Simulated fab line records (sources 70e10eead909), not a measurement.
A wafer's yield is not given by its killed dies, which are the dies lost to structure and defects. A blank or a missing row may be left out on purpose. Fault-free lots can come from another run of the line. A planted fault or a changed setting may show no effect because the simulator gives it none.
fab line records || flow nandHarc
record {"lots": 6, "wafers": 18, "lastDay": 25}
route steps=1159 shown A_BONDPAD@1059
lots untouched by any fault: they come from a run of this same line in which no faults occurred
startH: hours from the record's first day to the start of the lot's first wafer shown || waitH: hours elapsed since this lot's preceding step || " unchanged from the row above || L1.1+2: a single row standing in for several wafers || - either no value or no given start || * or withheld: withheld || < > ~ a bound
route shown NAME@n: NAME is a module with steps in the file, n the number in the route of the first one || usual: mean/standard deviation of fault-free wafers || same: alike in all rows || chamber/n: place in a boat || sites: per-site readings || _std_site: standard deviation across them || _edge_site: mean of outer sites minus mean of inner sites || radiusMm: how far each site lies from the wafer's centre || mask NAME#n: copy n || behind: the most recent tool/chamber to have shaped the wafer || hold: reason for holding the lot/hours on hold/outcome of the hold || device: the transistor (n, p or np) that didn't switch || end of line: the route-end tests of the same wafers || a step without rows: its recipe alone || killed: not the wafer's yield, but the dies lost to structure and defects at the first sort || map: a wafer's dies, x killed, . not, _ none there
set.NAME: the run value of the setting; set.NAME@STEP: its run value at that earlier step || model.NAME: the simulator's own value behind a step, which no gauge read
lots seen at some steps along the route; tables by step, rows by wafer
services: from which hour (startH, from the record's first day; less than 0 if before it) a tool's chamber was out of use, for how many hours, and why
## steps
# step NHARC_A_BONDPAD_DEP_00
# recipe {"targetThkA": 2500, "tempC": 370, "targetThkNm": 250, "pressureTorr": 3, "flowSccm": 200, "rfW": 450, "material": "SiCN"}
# usual {"heaterPowerW": "538/63"}
{"lot.wafer": "L525.2", "tool": "pecvd-03", "chamber": 1, "startH": 453.43, "waitH": "-", "heaterPowerW": 544}
{"lot.wafer": "L525.1", "tool": "pecvd-03", "chamber": 2, "startH": 453.43, "waitH": "-", "heaterPowerW": 568}
{"lot.wafer": "L525.5", "tool": "pecvd-03", "chamber": 0, "startH": 453.43, "waitH": "-", "heaterPowerW": 567}
{"lot.wafer": "L530.1", "tool": "pecvd-02", "chamber": 0, "startH": 477.09, "waitH": "-", "heaterPowerW": 529}
{"lot.wafer": "L530.4", "tool": "pecvd-02", "chamber": 1, "startH": 477.09, "waitH": "-", "heaterPowerW": 465}
{"lot.wafer": "L530.6", "tool": "pecvd-02", "chamber": 0, "startH": 477.09, "waitH": "-", "heaterPowerW": 524}
{"lot.wafer": "L536.3", "tool": "pecvd-03", "chamber": 2, "startH": 505.85, "waitH": "-", "heaterPowerW": 621}
{"lot.wafer": "L536.2", "tool": "pecvd-03", "chamber": 0, "startH": 505.85, "waitH": "-", "heaterPowerW": 588}
{"lot.wafer": "L536.4", "tool": "pecvd-03", "chamber": 0, "startH": 505.85, "waitH": "-", "heaterPowerW": 483}
{"lot.wafer": "L537.2", "tool": "pecvd-02", "chamber": 1, "startH": 510.28, "waitH": "-", "heaterPowerW": 453}
{"lot.wafer": "L537.6", "tool": "pecvd-02", "chamber": 2, "startH": 510.28, "waitH": "-", "heaterPowerW": 514}
{"lot.wafer": "L537.4", "tool": "pecvd-02", "chamber": 0, "startH": 510.28, "waitH": "-", "heaterPowerW": 437}
{"lot.wafer": "L539.3", "tool": "pecvd-03", "chamber": 0, "startH": 527.51, "waitH": "-", "heaterPowerW": 568}
{"lot.wafer": "L539.6", "tool": "pecvd-03", "chamber": 1, "startH": 527.51, "waitH": "-", "heaterPowerW": 555}
{"lot.wafer": "L539.4", "tool": "pecvd-03", "chamber": 0, "startH": 527.51, "waitH": "-", "heaterPowerW": 565}
{"lot.wafer": "L540.6", "tool": "pecvd-03", "chamber": 0, "startH": 539.23, "waitH": "-", "heaterPowerW": 597}
{"lot.wafer": "L540.5", "tool": "pecvd-03", "chamber": 1, "startH": 539.23, "waitH": "-", "heaterPowerW": 556}
{"lot.wafer": "L540.4", "tool": "pecvd-03", "chamber": 2, "startH": 539.23, "waitH": "-", "heaterPowerW": 529}
# step NHARC_A_BONDPAD_CMP_29
# recipe {"targetThkNm": 200, "material": "SiCN"}
# usual {"motorCurrentA": "11.9/1.2"}
{"lot.wafer": "L525.2", "tool": "cmp-04", "chamber": 1, "startH": 453.84, "waitH": "-", "motorCurrentA": 13.1}
{"lot.wafer": "L525.1", "tool": "cmp-04", "chamber": 2, "startH": 453.84, "waitH": "-", "motorCurrentA": 11.4}
{"lot.wafer": "L525.5", "tool": "cmp-04", "chamber": 1, "startH": 453.84, "waitH": "-", "motorCurrentA": 12.0}
{"lot.wafer": "L530.4", "tool": "cmp-04", "chamber": 0, "startH": 477.45, "waitH": "-", "motorCurrentA": 12.4}
{"lot.wafer": "L530.1", "tool": "cmp-04", "chamber": 1, "startH": 477.45, "waitH": "-", "motorCurrentA": 12.3}
{"lot.wafer": "L530.6", "tool": "cmp-04", "chamber": 2, "startH": 477.45, "waitH": "-", "motorCurrentA": 11.0}
{"lot.wafer": "L536.2", "tool": "cmp-03", "chamber": 3, "startH": 506.26, "waitH": "-", "motorCurrentA": 12.2}
{"lot.wafer": "L536.4", "tool": "cmp-03", "chamber": 0, "startH": 506.26, "waitH": "-", "motorCurrentA": 10.8}
{"lot.wafer": "L536.3", "tool": "cmp-03", "chamber": 2, "startH": 506.26, "waitH": "-", "motorCurrentA": 12.8}
{"lot.wafer": "L537.2", "tool": "cmp-04", "chamber": 2, "startH": 510.65, "waitH": "-", "motorCurrentA": 11.1}
{"lot.wafer": "L537.4", "tool": "cmp-04", "chamber": 3, "startH": 510.65, "waitH": "-", "motorCurrentA": 11.8}
{"lot.wafer": "L537.6", "tool": "cmp-04", "chamber": 1, "startH": 510.65, "waitH": "-", "motorCurrentA": 12.4}
{"lot.wafer": "L539.3", "tool": "cmp-03", "chamber": 1, "startH": 527.88, "waitH": "-", "motorCurrentA": 11.9}
{"lot.wafer": "L539.4", "tool": "cmp-03", "chamber": 2, "startH": 527.88, "waitH": "-", "motorCurrentA": 12.5}
{"lot.wafer": "L539.6", "tool": "cmp-03", "chamber": 0, "startH": 527.88, "waitH": "-", "motorCurrentA": 10.5}
{"lot.wafer": "L540.4", "tool": "cmp-02", "chamber": 0, "startH": 539.57, "waitH": "-", "motorCurrentA": 9.7}
{"lot.wafer": "L540.6", "tool": "cmp-02", "chamber": 1, "startH": 539.57, "waitH": "-", "motorCurrentA": 12.6}
{"lot.wafer": "L540.5", "tool": "cmp-02", "chamber": 2, "startH": 539.57, "waitH": "-", "motorCurrentA": 10.7}
# step NHARC_A_BONDPAD_THK_MEAS_30
# recipe {"thkMeasGauge": "ellipsometry"}
# usual {"thkNm": "200.0/1.3"}
{"lot.wafer": "L525.1", "tool": "filmMetro-02", "chamber": "-", "startH": 454.09, "waitH": 0.2, "thkNm": 199.6}
{"lot.wafer": "L525.2", "tool": "filmMetro-02", "chamber": "-", "startH": 454.09, "waitH": 0.2, "thkNm": 198.6}
{"lot.wafer": "L525.5", "tool": "filmMetro-02", "chamber": "-", "startH": 454.09, "waitH": 0.2, "thkNm": 200.4}
{"lot.wafer": "L530.1", "tool": "filmMetro-01", "chamber": "-", "startH": 477.65, "waitH": 0.2, "thkNm": 198.1}
{"lot.wafer": "L530.4", "tool": "filmMetro-01", "chamber": "-", "startH": 477.65, "waitH": 0.2, "thkNm": 199.0}
{"lot.wafer": "L530.6", "tool": "filmMetro-01", "chamber": "-", "startH": 477.65, "waitH": 0.2, "thkNm": 196.3}
{"lot.wafer": "L536.2", "tool": "filmMetro-01", "chamber": "-", "startH": 506.51, "waitH": 0.2, "thkNm": 201.2}
{"lot.wafer": "L536.3", "tool": "filmMetro-01", "chamber": "-", "startH": 506.51, "waitH": 0.2, "thkNm": 199.2}
{"lot.wafer": "L536.4", "tool": "filmMetro-01", "chamber": "-", "startH": 506.51, "waitH": 0.2, "thkNm": 200.6}
{"lot.wafer": "L537.2", "tool": "filmMetro-01", "chamber": "-", "startH": 510.85, "waitH": 0.2, "thkNm": 199.0}
{"lot.wafer": "L537.4", "tool": "filmMetro-01", "chamber": "-", "startH": 510.85, "waitH": 0.2, "thkNm": 200.3}
{"lot.wafer": "L537.6", "tool": "filmMetro-01", "chamber": "-", "startH": 510.85, "waitH": 0.2, "thkNm": 200.2}
{"lot.wafer": "L539.3", "tool": "filmMetro-01", "chamber": "-", "startH": 528.08, "waitH": 0.2, "thkNm": 202.8}
{"lot.wafer": "L539.4", "tool": "filmMetro-01", "chamber": "-", "startH": 528.08, "waitH": 0.2, "thkNm": 199.5}
{"lot.wafer": "L539.6", "tool": "filmMetro-01", "chamber": "-", "startH": 528.08, "waitH": 0.2, "thkNm": 200.4}
{"lot.wafer": "L540.4", "tool": "filmMetro-02", "chamber": "-", "startH": 539.75, "waitH": 0.2, "thkNm": 199.8}
{"lot.wafer": "L540.5", "tool": "filmMetro-02", "chamber": "-", "startH": 539.75, "waitH": 0.2, "thkNm": 200.3}
{"lot.wafer": "L540.6", "tool": "filmMetro-02", "chamber": "-", "startH": 539.75, "waitH": 0.2, "thkNm": 198.6}
# step NHARC_A_BONDPAD_SRD_31
# step NHARC_A_BONDPAD_DEHYDRATE_01
# recipe {"tempC": 150, "timeS": 120}
# step NHARC_A_BONDPAD_HMDS_02
# recipe {"timeS": 30}
# step NHARC_A_BONDPAD_COAT_33
# recipe {"tempC": 200, "timeS": 65}
# step NHARC_A_BONDPAD_COAT_03
# recipe {"spinRpm": 2000, "resistThkNm": 600}
# step NHARC_A_BONDPAD_SOFTBAKE_04
# recipe {"tempC": 125, "timeS": 70}
# step NHARC_A_BONDPAD_EBR_05
# step NHARC_A_BONDPAD_EXPOSE_06
# recipe {"na": 0.55, "doseMj": 36.99, "maskId": "A_BPAD"}
# step NHARC_A_BONDPAD_PEB_07
# recipe {"pebTempC": 128, "pebTimeS": 80}
# step NHARC_A_BONDPAD_DEVELOP_08
# recipe {"timeS": 50, "devTempC": 22}
# usual {"chillPlateTempC": "22.98/0.12", "developerTempC": "21.99/0.093"}
{"lot.wafer": "L525.1", "tool": "lithoTrack-07", "chamber": 0, "startH": 454, "waitH": "-", "chillPlateTempC": 22.86, "developerTempC": 22.02}
{"lot.wafer": "L525.2", "tool": "lithoTrack-07", "chamber": 0, "startH": 454, "waitH": "-", "chillPlateTempC": 22.85, "developerTempC": 21.90}
{"lot.wafer": "L525.5", "tool": "lithoTrack-07", "chamber": 0, "startH": 454, "waitH": "-", "chillPlateTempC": 22.86, "developerTempC": 21.76}
{"lot.wafer": "L530.1", "tool": "lithoTrack-02", "chamber": 0, "startH": 478, "waitH": "-", "chillPlateTempC": 22.93, "developerTempC": 21.97}
{"lot.wafer": "L530.4", "tool": "lithoTrack-02", "chamber": 0, "startH": 478, "waitH": "-", "chillPlateTempC": 23.11, "developerTempC": 21.89}
{"lot.wafer": "L530.6", "tool": "lithoTrack-02", "chamber": 0, "startH": 478, "waitH": "-", "chillPlateTempC": 23.11, "developerTempC": 21.91}
{"lot.wafer": "L536.2", "tool": "lithoTrack-03", "chamber": "-", "startH": 506, "waitH": "-", "chillPlateTempC": "-", "developerTempC": "-"}
{"lot.wafer": "L536.3", "tool": "lithoTrack-03", "chamber": "-", "startH": 506, "waitH": "-", "chillPlateTempC": "-", "developerTempC": "-"}
{"lot.wafer": "L536.4", "tool": "lithoTrack-03", "chamber": "-", "startH": 506, "waitH": "-", "chillPlateTempC": "-", "developerTempC": "-"}
{"lot.wafer": "L537.2", "tool": "lithoTrack-02", "chamber": "-", "startH": 511, "waitH": "-", "chillPlateTempC": "-", "developerTempC": "-"}
{"lot.wafer": "L537.4", "tool": "lithoTrack-02", "chamber": "-", "startH": 511, "waitH": "-", "chillPlateTempC": "-", "developerTempC": "-"}
{"lot.wafer": "L537.6", "tool": "lithoTrack-02", "chamber": "-", "startH": 511, "waitH": "-", "chillPlateTempC": "-", "developerTempC": "-"}
{"lot.wafer": "L539.3", "tool": "lithoTrack-02", "chamber": 0, "startH": 528, "waitH": "-", "chillPlateTempC": 22.88, "developerTempC": 22.08}
{"lot.wafer": "L539.4", "tool": "lithoTrack-02", "chamber": 0, "startH": 528, "waitH": "-", "chillPlateTempC": 22.94, "developerTempC": 21.95}
{"lot.wafer": "L539.6", "tool": "lithoTrack-02", "chamber": 0, "startH": 528, "waitH": "-", "chillPlateTempC": 23.11, "developerTempC": 21.97}
{"lot.wafer": "L540.4", "tool": "lithoTrack-02", "chamber": 0, "startH": 540, "waitH": "-", "chillPlateTempC": 23.03, "developerTempC": 21.82}
{"lot.wafer": "L540.5", "tool": "lithoTrack-02", "chamber": 0, "startH": 540, "waitH": "-", "chillPlateTempC": 23.01, "developerTempC": 22.00}
{"lot.wafer": "L540.6", "tool": "lithoTrack-02", "chamber": 0, "startH": 540, "waitH": "-", "chillPlateTempC": 22.93, "developerTempC": 22.03}
## services
{"tool": "cmp-03", "chamber": "-", "startH": 440.84, "hours": 1.4, "kind": "repair"}
{"tool": "cmp-03", "chamber": "-", "startH": 449.74, "hours": 1.9, "kind": "repair"}
{"tool": "pecvd-02", "chamber": "-", "startH": 451.10, "hours": 0.7, "kind": "repair"}
{"tool": "cmp-03", "chamber": "-", "startH": 453.44, "hours": 6.5, "kind": "repair"}
{"tool": "cmp-03", "chamber": "-", "startH": 459.94, "hours": 4.0, "kind": "pm"}
{"tool": "cmp-03", "chamber": "-", "startH": 463.94, "hours": "-", "kind": "consumableReplace:conditioner"}
{"tool": "cmp-03", "chamber": "-", "startH": 463.94, "hours": "-", "kind": "consumableReplace:pad"}
{"tool": "pecvd-03", "chamber": "-", "startH": 473.12, "hours": 13.0, "kind": "pm"}
{"tool": "pecvd-03", "chamber": 0, "startH": 473.12, "hours": 13.0, "kind": "ventCycle"}
{"tool": "pecvd-03", "chamber": 1, "startH": 473.12, "hours": 13.0, "kind": "ventCycle"}
{"tool": "pecvd-03", "chamber": 2, "startH": 473.12, "hours": 13.0, "kind": "ventCycle"}
{"tool": "cmp-04", "chamber": "-", "startH": 474.81, "hours": 1.0, "kind": "repair"}
{"tool": "pecvd-02", "chamber": "-", "startH": 478.03, "hours": 1.2, "kind": "repair"}
{"tool": "cmp-04", "chamber": "-", "startH": 483.77, "hours": 4.2, "kind": "repair"}
{"tool": "pecvd-03", "chamber": 0, "startH": 486.12, "hours": "-", "kind": "clean"}
{"tool": "pecvd-03", "chamber": 1, "startH": 486.12, "hours": "-", "kind": "clean"}
{"tool": "pecvd-03", "chamber": 2, "startH": 486.12, "hours": "-", "kind": "clean"}
{"tool": "cmp-04", "chamber": "-", "startH": 497.01, "hours": 4.0, "kind": "pm"}
{"tool": "cmp-04", "chamber": "-", "startH": 501.01, "hours": "-", "kind": "consumableReplace:conditioner"}
{"tool": "cmp-04", "chamber": "-", "startH": 501.01, "hours": "-", "kind": "consumableReplace:pad"}
{"tool": "lithoTrack-02", "chamber": "-", "startH": 515.00, "hours": 7.0, "kind": "pm"}
{"tool": "pecvd-02", "chamber": "-", "startH": 515.49, "hours": 13.0, "kind": "pm"}
{"tool": "cmp-02", "chamber": "-", "startH": 526.29, "hours": 4.0, "kind": "pm"}
{"tool": "lithoTrack-07", "chamber": "-", "startH": 539.00, "hours": 7.0, "kind": "pm"}
## key
firstSign {"step": "NHARC_A_BONDPAD_DEVELOP_08", "reading": "toolRecord", "direction": "missing"}
effect none on later readings
metAt NHARC_A_BONDPAD_DEVELOP_08
struckWafers L536.2,L536.3,L536.4,L537.2,L537.4,L537.6
laterRowsLeftOut L536.2,L536.3,L536.4,L537.2,L537.4,L537.6
sortLeftOut L536.2,L536.3,L536.4,L537.2,L537.4,L537.6
onsetBetween 478 506
fault {"kind": "skippedStepWhole", "tool": "lithoTrack-02,lithoTrack-03", "chamber": "-", "onsetH": 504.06, "steps": "NHARC_A_BONDPAD_DEVELOP_08", "scope": "struckLotsOnly"}
# sortLeftOut: the simulated sort isn't trusted on such a fault, so these wafers' sort isn't shown, and their yield isn't known
# laterRowsLeftOut: the simulator's readings of these wafers behind a module that went badly wrong aren't trusted and aren't shown, but for the sort
